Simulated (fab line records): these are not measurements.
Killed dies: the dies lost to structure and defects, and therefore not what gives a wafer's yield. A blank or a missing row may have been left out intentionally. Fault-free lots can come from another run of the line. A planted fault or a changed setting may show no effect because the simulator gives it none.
Split-lot study | flow n5_finfet | on a route of 1938 steps: 7 lots, 21 wafers read

== ON THE SPLIT ==
At N5_BEOL_M4_EXPOSE_08 (exposes mask M4), the setting dose_mj was moved away from the recipe's 41.25 on 10 of the 21 wafers read, by -6.3% to +7.0%. The other wafers ran this setting at the recipe's value.

== FROM THE SPLIT TO THE READING: what the file shows between them, 17 steps ==
- N5_BEOL_M4_PEB_09: peb time 60 s
- N5_BEOL_M4_DEVELOP_10: develop time 30 s
- N5_BEOL_M4_CD_MEAS_11: target cd 16.79 nm
- N5_BEOL_M4_DESCUM_16: chemistry O2, time 7 s
- N5_BEOL_M4_ETCH_74: etches underlayer in N2/H2, target depth 6.5 nm, time 5.2 s
- N5_BEOL_M4_ETCH_63: etches SiARC in CF4, target depth 15.6 nm, time 26 s
- N5_BEOL_M4_ETCH_64: etches SOC in N2/H2, target depth 75 nm, overetch 22.5 nm, time 121.9 s
- N5_BEOL_M4_STRIP_65: strips in N2/H2
- N5_BEOL_M4_STRIP_75: strips in N2/H2
- N5_BEOL_M4_STRIP_66: strips in CF4
- N5_BEOL_M4_HM_OPEN_17: chemistry Cl2/BCl3, target TiN, target depth 20 nm, overetch 6 nm
- N5_BEOL_M4_STRIP_19: strips in O2
- N5_BEOL_M4_CD_MEAS_18: pitch 36 nm, target cd 18 nm
- N5_BEOL_M4_COAT_67: time 60 s, resist thk 60 nm
- N5_BEOL_M4_COAT_68: time 60 s, resist thk 12 nm
- N5_BEOL_M4_PRECLEAN_42: cleans in residue remover, time 60 s
- N5_BEOL_M4_SRD_43: time 30 s

== THE READING ==
cd_nm, in nm, at N5_BEOL_M4_CD_MEAS_35 (target cd 18 nm, target cd y 22.4 nm). On this fab line, fault-free wafers typically give 17.94 nm with a standard deviation of 0.29 nm.

wafer  | tool, chamber at the split | dose_mj as run | against the recipe | cd_nm, nm | against lot-mates on the recipe
L075.2 | euv_scanner-02, 0          | 41.25          | recipe             | 18.06     | -
L075.3 | euv_scanner-02, 0          | 41.25          | recipe             | 17.90     | -
L075.6 | euv_scanner-02, 0          | 41.25          | recipe             | 18.55     | -
L076.1 | euv_scanner-02, 0          | 38.66          | -6.3%              | 16.86     | -1.25
L076.2 | euv_scanner-02, 0          | 38.66          | -6.3%              | 16.53     | -1.58
L076.3 | euv_scanner-02, 0          | 41.25          | recipe             | 18.11     | -
L077.1 | euv_scanner-01, 0          | 38.89          | -5.7%              | 16.70     | -1.18
L077.2 | euv_scanner-01, 0          | 41.25          | recipe             | 17.84     | -
L077.3 | euv_scanner-01, 0          | 41.25          | recipe             | 17.91     | -
L083.3 | euv_scanner-01, 0          | 39.98          | -3.1%              | 17.36     | -0.51
L083.4 | euv_scanner-01, 0          | 41.25          | recipe             | 17.90     | -
L083.5 | euv_scanner-01, 0          | 41.25          | recipe             | 17.84     | -
L085.2 | euv_scanner-01, 0          | 43.7           | +5.9%              | 18.85     | +0.98
L085.4 | euv_scanner-01, 0          | 41.25          | recipe             | 17.87     | -
L085.6 | euv_scanner-01, 0          | 43.7           | +5.9%              | 19.05     | +1.18
L092.1 | euv_scanner-01, 0          | 39.22          | -4.9%              | 16.99     | no lot-mate on the recipe
L092.3 | euv_scanner-01, 0          | 39.22          | -4.9%              | 17.07     | no lot-mate on the recipe
L092.6 | euv_scanner-01, 0          | 39.22          | -4.9%              | 16.68     | no lot-mate on the recipe
L096.3 | euv_scanner-01, 0          | 41.25          | recipe             | 17.96     | -
L096.4 | euv_scanner-01, 0          | 44.14          | +7.0%              | 19.22     | +1.21
L096.5 | euv_scanner-01, 0          | 41.25          | recipe             | 18.05     | -

THE FIT
A straight line over all 21 wafers: cd_nm changes by +0.193 nm for each +1% of dose_mj; r = +0.97; the points scatter about the line by 0.19 nm.
The same after taking each lot's own level away (the mean of its wafers on the recipe; 18 wafers): +0.197 nm for each +1%; r = +0.98; scatter 0.16 nm.
According to that fit, moving dose_mj by its largest amount changes the reading by 1.4 nm.
The lots' own levels span 17.870 to 18.170 nm, that is 1.0 times the standard deviation above.
The two slopes are in agreement: the lot-to-lot level therefore moves the slope only a little.
Check: +1.39 nm against its lot-mates is what the line predicts for one of the wafers moved furthest among these (+7.0%) when that wafer is left out of the fit. It came out at +1.21 nm against them.

== THESE WAFERS: OTHER SPLITS ==
Other splits were also applied to these wafers ahead of the reading. Each is held against what the fit with the lots' levels taken away leaves over:
other split on the same wafers | wafers away from the commonest value | r with cd_nm (lot level and that fit taken away)
N5_BEOL_M3_ETCH_64 time_s      | 8                                    | -0.10
N5_BEOL_M3_COAT_76 spin_rpm    | 5                                    | +0.20
N5_BEOL_M4_COAT_73 spin_rpm    | 7                                    | +0.06

== THE WHOLE CHAIN: every reading that the file lists as answering this split, in the file's order ==
step                  | what it does                                                      | reading                                                               | change (the file's fit)               | r (the file's)
N5_BEOL_M4_CD_MEAS_11 | target cd 16.79 nm                                                | cd_nm                                                                 | +0.208 nm for each +1% of the setting | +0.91
N5_BEOL_M4_ETCH_74    | etches underlayer in N2/H2, target depth 6.5 nm, time 5.2 s       | BEOL_M4.cd_offset_nm (the simulator's own value, which no gauge read) | +0.199 nm for each +1% of the setting | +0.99
N5_BEOL_M4_ETCH_63    | etches SiARC in CF4, target depth 15.6 nm, time 26 s              | BEOL_M4.cd_offset_nm (the simulator's own value, which no gauge read) | +0.182 nm for each +1% of the setting | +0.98
N5_BEOL_M4_HM_OPEN_17 | chemistry Cl2/BCl3, target TiN, target depth 20 nm, overetch 6 nm | BEOL_M4.cd_offset_nm (the simulator's own value, which no gauge read) | +0.194 nm for each +1% of the setting | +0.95
N5_BEOL_M4_CD_MEAS_18 | pitch 36 nm, target cd 18 nm                                      | cd_nm                                                                 | +0.213 nm for each +1% of the setting | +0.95
N5_BEOL_M4_CD_MEAS_35 | target cd 18 nm, target cd y 22.4 nm                              | cd_nm                                                                 | +0.193 nm for each +1% of the setting | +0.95

== FILE'S OWN FIT ==
cd_nm changes by +0.193 nm for each +1% of dose_mj, r = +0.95.
